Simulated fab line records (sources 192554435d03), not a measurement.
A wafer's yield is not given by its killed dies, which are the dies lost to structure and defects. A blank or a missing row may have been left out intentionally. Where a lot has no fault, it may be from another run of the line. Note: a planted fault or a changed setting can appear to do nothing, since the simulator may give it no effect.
Matching of chambers || flow n5Finfet || N5_HKMG_FIN_STRIP_89 on rieDiel-03: 4 sister chambers
The step strips SOC in N2/H2, time 20 s. 4 wafers are shown with their chamber, then 10 later ones without.

WAFERS WITH THEIR CHAMBER
{"wafer": "L087.3", "chamber": 2, "drypumpMotorCurrentA (A)": 5.0}
{"wafer": "L091.4", "chamber": 0, "drypumpMotorCurrentA (A)": 5.2}
{"wafer": "L093.3", "chamber": 1, "drypumpMotorCurrentA (A)": 5.5}
{"wafer": "L093.4", "chamber": 3, "drypumpMotorCurrentA (A)": 6.0}

WAFERS MISSING THEIR CHAMBER
{"wafer": "L093.6", "drypumpMotorCurrentA (A)": 5.4}
{"wafer": "L094.1", "drypumpMotorCurrentA (A)": 5.2}
{"wafer": "L094.5", "drypumpMotorCurrentA (A)": 5.0}
{"wafer": "L094.6", "drypumpMotorCurrentA (A)": 6.0}
{"wafer": "L095.2", "drypumpMotorCurrentA (A)": 6.0}
{"wafer": "L095.4", "drypumpMotorCurrentA (A)": 5.2}
{"wafer": "L095.6", "drypumpMotorCurrentA (A)": 5.5}
{"wafer": "L097.1", "drypumpMotorCurrentA (A)": 6.0}
{"wafer": "L097.2", "drypumpMotorCurrentA (A)": 5.0}
{"wafer": "L097.3", "drypumpMotorCurrentA (A)": 5.5}

EACH ONE'S CHAMBER
{"wafer": "L093.6", "from the rows above": 1, "in truth": 1}
{"wafer": "L094.1", "from the rows above": 0, "in truth": 0}
{"wafer": "L094.5", "from the rows above": 2, "in truth": 2}
{"wafer": "L094.6", "from the rows above": 3, "in truth": 3}
{"wafer": "L095.2", "from the rows above": 3, "in truth": 3}
{"wafer": "L095.4", "from the rows above": 0, "in truth": 0}
{"wafer": "L095.6", "from the rows above": 1, "in truth": 1}
{"wafer": "L097.1", "from the rows above": 3, "in truth": 3}
{"wafer": "L097.2", "from the rows above": 2, "in truth": 2}
{"wafer": "L097.3", "from the rows above": 1, "in truth": 1}
Correct placement for 10 of the 10. Can't be placed from these rows: 0. Number placed wrongly: 0.
How it was worked out, from the rows above alone: a wafer's distance from a chamber is the root of the sum, over the readings, of the square of ((its reading less the chamber's mean) divided by the reading's scatter). If the next closest chamber is less than 2 further off than the closest, the wafer can't be placed; otherwise it belongs to the closest. Each chamber's mean is taken over the wafers shown for it. The scatter: root of mean squared gap, hidden wafer to nearest shown wafer, with one shown wafer a chamber.
